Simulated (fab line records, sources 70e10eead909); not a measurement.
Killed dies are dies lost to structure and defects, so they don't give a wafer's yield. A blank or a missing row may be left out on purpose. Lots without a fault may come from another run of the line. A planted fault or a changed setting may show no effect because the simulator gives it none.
One fault seen from 3 desks | flow nand_harc | each desk has only its own numbers; what lay behind them comes last

THE TOOL OWNER'S DESK: litho_track-01
The tool's own readings at NHARC_P_GATE_DEVELOP_25 (develop time 35 s): means of the sampled wafers that have a number, for each lot that ran on this tool. A lot is out of limits, marked OUT, if its mean lies more than 4 standard deviations from the usual mean; the brackets give that distance.
Columns: A = chill_plate_temp_C at NHARC_P_GATE_DEVELOP_25, usual 23.00 C; B = developer_temp_C at NHARC_P_GATE_DEVELOP_25, usual 22.99 C; C = exhaust_pa at NHARC_P_GATE_DEVELOP_25, usual 44.8 Pa; D = resist_line_temp_C at NHARC_P_GATE_DEVELOP_25, usual 23.00 C
lot  | first seen here | A     | B     | C    | D
L620 | day 6 19:00     | 22.97 | 22.99 | 45.4 | 23.15
L621 | day 7 05:00     | 22.95 | 23.00 | 44.3 | 22.98
L624 | day 8 12:00     | 23.12 | 22.96 | 45.2 | 23.02
This desk's finding: nothing out of limits on any of the 3 lots.

THE METROLOGY DESK
What the gauges read, lot by lot, whatever tool the lot ran on: means of the sampled wafers that have a number. A lot is out of limits, marked OUT, if its mean lies more than 4 standard deviations from the usual mean; the brackets give that distance.
Columns: A = cd_nm at NHARC_P_GATE_CD_MEAS_26, usual 120.0 nm; B = overlay_x_nm at NHARC_P_GATE_OVL_MEAS_27, usual 0.0 nm; C = overlay_y_nm at NHARC_P_GATE_OVL_MEAS_27, usual 0.0 nm
lot  | first seen here | A     | B    | C
L617 | day 5 06:13     | 120.9 | 0.0  | 1.5
L620 | day 6 19:58     | 120.5 | -0.0 | 0.2
L621 | day 7 05:46     | 117.0 | -0.2 | 0.7
L624 | day 8 12:43     | 118.4 | -0.1 | 0.3
L633 | day 12 07:49    | 120.5 | 1.5  | -0.1
L636 | day 13 16:59    | 119.9 | 0.4  | -0.8
This desk's finding: nothing out of limits on any of the 6 lots.

THE DEFECT DESK
What the inspections along the route counted, lot by lot: means of the sampled wafers that have a number. A lot is out of limits, marked OUT, if its mean lies more than 4 standard deviations from the usual mean; the brackets give that distance.
Columns: A = raw_defect_count at NHARC_P_GATE_INSPECT_28, usual 7
lot  | first seen here | A
L617 | day 5 06:21     | 11
L620 | day 6 20:05     | 6
L621 | day 7 05:53     | 10
L624 | day 8 12:50     | 10
L633 | day 12 07:57    | 4
L636 | day 13 17:06    | 7
This desk's finding: nothing out of limits on any of the 6 lots.

PUT TOGETHER
The tool owner's desk saw nothing out of limits.
The metrology desk saw nothing out of limits.
The defect desk saw nothing out of limits.

WHAT THE SIMULATOR HAD PUT IN
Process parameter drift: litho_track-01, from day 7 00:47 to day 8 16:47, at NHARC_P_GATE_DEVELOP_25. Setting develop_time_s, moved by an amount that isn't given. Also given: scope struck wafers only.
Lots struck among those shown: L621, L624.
